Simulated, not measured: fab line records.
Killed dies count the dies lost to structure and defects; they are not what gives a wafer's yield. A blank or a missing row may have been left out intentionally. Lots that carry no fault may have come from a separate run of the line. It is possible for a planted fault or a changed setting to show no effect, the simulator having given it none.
Problem report, 8D (eight disciplines) form, completed by code    flow nand_harc    the parts of the form that need people (team, actions taken, sign-off) are left out

1. PROBLEM STATEMENT
At NHARC_P_ZERO_WELL_SOFTBAKE_06, heater_power_total_W averages 206.2 W over 2 wafers from 2 lots, while fault-free wafers read 200.9 W, standard deviation 1.3. Measured from the usual mean, that is +4.1 standard deviations.
The step: time 70 s.
First observed at day 8 02:00: wafer L188.1, on litho_track-05. At this step, 16 wafers from 6 lots have a number in the record. By rule, "out" or "out of limits" means more than 4 standard deviations away from the usual mean. The other wafers with a number count as sound.

2. WHAT IT IS, AND WHAT IT ISN'T
question                     is                    is not
which readings at this step  heater_power_total_W  -
which lots                   L188, L190            L176, L180, L192, L193
which wafers of those lots   L188.1, L190.1        L188.5, L190.6
read on which tools          litho_track-05        litho_track-02
when                         from day 8 02:00      up to then (7 sound wafers); but 7 sound wafers of L190, L192, L193 came after

3. THE SUSPECTS, EACH WITH WHAT RULES IT OUT
Counting: any tool at a process step up to the reading remains a suspect provided it ran every lot that is out. Sound lots after the first of them don't rule it out here, since some wafers of a struck lot are sound.
- litho_track-05 at NHARC_P_ZERO_WELL_SOFTBAKE_06 (time 70 s): kept. Every lot that is out went through it, the first being L188 (day 8 02:00); the last sound lot it ran before that was L180 (day 4 18:00). Its own heater_power_total_W readings are out on those wafers.
After counting, what remains is litho_track-05 at NHARC_P_ZERO_WELL_SOFTBAKE_06.

4. THE CAUSE (what the simulator had put in)
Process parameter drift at NHARC_P_ZERO_WELL_SOFTBAKE_06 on litho_track-05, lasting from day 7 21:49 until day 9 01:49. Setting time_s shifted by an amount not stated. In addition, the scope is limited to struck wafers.
This tool alone remained once counting was done.

5. SEQUENCE OF EFFECTS, ordered by route
Each row: a reading whose mean over the struck wafers that have a number lies more than 3 standard deviations from the usual. Only readings whose record carries a usual standard deviation are examined. hours: median over the lots of the time between each lot's start at the first step of this table that gives one and its start at this step. sigmas: the change, counted in usual standard deviations.
hours  step                           reading               usual    on struck wafers  change  sigmas
0      NHARC_P_ZERO_WELL_SOFTBAKE_06  heater_power_total_W  200.9 W  206.2             +5.3    +4.1
The process steps in it:
- NHARC_P_ZERO_WELL_SOFTBAKE_06: time 70 s.
Later steps that measure or inspect, where all struck wafers having a row at the step show a number for every such reading and not one has moved that far: NHARC_END_SORT_01.

6. HOW IT WOULD HAVE BEEN CAUGHT EARLIER
First out-of-limits reading in this record: day 8 02:00, which is 4 hours after fault onset at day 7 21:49.
